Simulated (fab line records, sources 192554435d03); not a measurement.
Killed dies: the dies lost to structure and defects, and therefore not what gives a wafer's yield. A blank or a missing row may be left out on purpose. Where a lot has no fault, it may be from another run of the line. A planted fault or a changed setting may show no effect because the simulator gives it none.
Matching of chambers | flow n5Finfet | aldMetal-02 running N5_BEOL_M0_ALD_136: 4 sister chambers
The step deposits TaN, pulse time 2 s, purge time 3 s, co reactant purge time 2 s. 8 wafers are shown with their chamber, then 9 later ones without.

WAFERS WITH THEIR CHAMBER
wafer  | chamber | heaterPowerW (W) | susceptorTempC (C)
L074.4 | 3       | 407              | 275.04
L078.5 | 2       | 439              | 274.86
L080.1 | 3       | 411              | 275.10
L080.4 | 2       | 440              | 274.76
L083.6 | 1       | 386              | 274.93
L087.3 | 0       | 423              | 275.06
L087.4 | 0       | 419              | 275.06
L087.5 | 1       | 385              | 274.82

WAFERS MISSING THEIR CHAMBER
wafer  | heaterPowerW (W) | susceptorTempC (C)
L090.1 | 420              | 274.85
L090.2 | 391              | 275.08
L090.6 | 442              | 274.93
L093.2 | 417              | 275.15
L093.3 | 410              | 274.60
L093.6 | 384              | 275.03
L096.1 | 427              | 275.20
L096.3 | 415              | 275.04
L096.5 | 395              | 274.79

THE CHAMBER EACH PASSED THROUGH
wafer  | from the rows above     | in truth
L090.1 | 0                       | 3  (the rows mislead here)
L090.2 | 1                       | 1
L090.6 | 2                       | 2
L093.2 | can't be placed: 0 or 3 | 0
L093.3 | can't be placed: 3 or 0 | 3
L093.6 | 1                       | 1
L096.1 | 0                       | 0
L096.3 | can't be placed: 0 or 3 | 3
L096.5 | 1                       | 1
Placed correctly: 5 of 9. Cannot be placed on the basis of these rows: 3; the candidates contain the true chamber in 3. Placed wrongly: 1.
How it was worked out, from the rows above alone: a wafer's distance from a chamber is the root of the sum, over the readings, of the square of ((its reading less the chamber's mean) divided by the reading's scatter). If the next closest chamber is less than 2 further off than the closest, the wafer can't be placed; otherwise it belongs to the closest. The mean given for a chamber averages the wafers shown for that chamber. How the scatter is found: for the shown wafers, subtract from each reading the mean of its chamber, square and add these, divide the total by (wafers less chambers), then take the root.
